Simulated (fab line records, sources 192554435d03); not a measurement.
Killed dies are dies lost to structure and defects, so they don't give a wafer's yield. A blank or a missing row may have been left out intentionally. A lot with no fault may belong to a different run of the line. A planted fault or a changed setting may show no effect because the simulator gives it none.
Matching of chambers	flow n5_finfet	pecvd-01 running N5_ZERO_LAYER_PECVD_02: 3 sister chambers
The step deposits SiO2 from SiH4/N2O, target thk 10 nm, time 6 s. 6 wafers are shown with their chamber, then 9 later ones without.

## WAFERS, EACH WITH ITS CHAMBER
wafer	chamber	showerhead_plenum_p_Torr (Torr)	heater_power_w (W)
L078.1	0	7.96	705
L080.1	1	8.17	754
L080.6	1	8.15	744
L081.3	2	8.03	619
L081.5	2	8.05	611
L081.6	0	7.96	705

## WAFERS MISSING THEIR CHAMBER
wafer	showerhead_plenum_p_Torr (Torr)	heater_power_w (W)
L086.1	8.03	634
L086.2	8.18	820
L086.5	8.17	824
L088.1	7.95	696
L088.2	8.15	805
L088.6	7.96	691
L094.4	7.96	719
L094.5	8.04	597
L094.6	8.17	818

## WHICH CHAMBER EACH WENT THROUGH
wafer	from the rows above	in truth
L086.1	2	2
L086.2	1	1
L086.5	1	1
L088.1	0	0
L088.2	1	1
L088.6	0	0
L094.4	0	0
L094.5	2	2
L094.6	1	1
Placed correctly: 9 of 9. Can't be placed from these rows: 0. Placed wrongly: 0.
How it was worked out, from the rows above alone: a wafer's distance from a chamber is the root of the sum, over the readings, of the square of ((its reading less the chamber's mean) divided by the reading's scatter). The wafer belongs to the nearest chamber; if the next one is less than 2 further off, it can't be placed. A chamber's mean is the mean of its shown wafers. How the scatter is found: for the shown wafers, subtract from each reading the mean of its chamber, square and add these, divide the total by (wafers less chambers), then take the root.
